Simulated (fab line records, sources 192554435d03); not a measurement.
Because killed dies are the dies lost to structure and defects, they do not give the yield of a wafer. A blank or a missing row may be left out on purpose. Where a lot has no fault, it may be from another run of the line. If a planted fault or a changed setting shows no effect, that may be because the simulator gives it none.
Matching of chambers + flow n5 finfet + N5_BEOL_M2_ETCH_77 on rie diel-06: 4 sister chambers
The step etches underlayer in N2/H2, target depth 6.5 nm, time 5.2 s. 8 wafers are shown with their chamber, then 9 later ones without.

WAFERS WITH THEIR CHAMBER
| wafer  | chamber | drypump motor current A (A) | throttle valve pct (%) |
|--------|---------|-----------------------------|------------------------|
| L081.3 | 0       | 5.7                         | 17.64                  |
| L084.6 | 1       | 5.0                         | 17.54                  |
| L086.3 | 0       | 5.7                         | 17.69                  |
| L086.4 | 2       | 5.5                         | 18.26                  |
| L086.5 | 3       | 6.4                         | 18.28                  |
| L090.1 | 1       | 5.0                         | 17.57                  |
| L090.2 | 2       | 5.4                         | 18.28                  |
| L090.3 | 3       | 6.4                         | 18.30                  |

WAFERS MISSING THEIR CHAMBER
| wafer  | drypump motor current A (A) | throttle valve pct (%) |
|--------|-----------------------------|------------------------|
| L094.1 | 5.7                         | 17.71                  |
| L094.2 | 5.4                         | 18.30                  |
| L094.3 | 5.0                         | 17.59                  |
| L095.1 | 6.4                         | 18.31                  |
| L095.2 | 5.4                         | 18.29                  |
| L095.3 | 5.7                         | 17.72                  |
| L097.1 | 6.4                         | 18.33                  |
| L097.3 | 5.5                         | 18.32                  |
| L097.6 | 5.5                         | 18.32                  |

EACH ONE'S CHAMBER
| wafer  | from the rows above | in truth |
|--------|---------------------|----------|
| L094.1 | 0                   | 0        |
| L094.2 | 2                   | 2        |
| L094.3 | 1                   | 1        |
| L095.1 | 3                   | 3        |
| L095.2 | 2                   | 2        |
| L095.3 | 0                   | 0        |
| L097.1 | 3                   | 3        |
| L097.3 | 2                   | 2        |
| L097.6 | 2                   | 2        |
Placed correctly: 9 of 9. Can't be placed from these rows: 0. Wrongly placed: 0.
How it was worked out, from the rows above alone: a wafer's distance from a chamber is the root of the sum, over the readings, of the square of ((its reading less the chamber's mean) divided by the reading's scatter). If the next closest chamber is less than 2 further off than the closest, the wafer can't be placed; otherwise it belongs to the closest. For every chamber, the mean is computed from those of its wafers that are shown. How the scatter is found: for the shown wafers, subtract from each reading the mean of its chamber, square and add these, divide the total by (wafers less chambers), then take the root.
